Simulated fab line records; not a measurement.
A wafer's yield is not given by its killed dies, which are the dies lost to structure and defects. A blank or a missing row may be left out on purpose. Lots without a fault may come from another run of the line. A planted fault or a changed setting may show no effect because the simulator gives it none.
Matching of chambers -- flow nand_harc -- NHARC_A_CHANNEL_FILL_D2_ALD_25 on ald_hk-03: 4 sister chambers
The step deposits SiOx, target thk 60 nm, pulse time 10 s, ald cycles 600. 4 wafers are shown with their chamber, then 7 later ones without.

== WAFERS WITH THEIR CHAMBER ==
wafer,chamber,heater_power_w (W)
L078.6,0,422
L080.3,1,335
L087.1,3,455
L087.4,2,410

== WAFERS WITH NO CHAMBER GIVEN ==
wafer,heater_power_w (W)
L087.6,341
L089.2,431
L089.5,455
L089.6,407
L093.2,451
L093.4,423
L093.1,350

== WHICH CHAMBER EACH ONE RAN IN ==
wafer,from the rows above,in truth
L087.6,1,1
L089.2,can't be placed: 0 or 2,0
L089.5,3,3
L089.6,can't be placed: 2 or 0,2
L093.2,3,3
L093.4,can't be placed: 0 or 2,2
L093.1,1,1
Correctly placed: 4 of 7. From these rows, 3 cannot be placed; in 3 the true chamber is one of the candidates. 0 placed wrongly.
How it was worked out, from the rows above alone: a wafer's distance from a chamber is the root of the sum, over the readings, of the square of ((its reading less the chamber's mean) divided by the reading's scatter). If the next closest chamber is less than 2 further off than the closest, the wafer can't be placed; otherwise it belongs to the closest. A chamber's mean is the mean of its shown wafers. The scatter: root of mean squared gap, hidden wafer to nearest shown wafer, with one shown wafer a chamber.
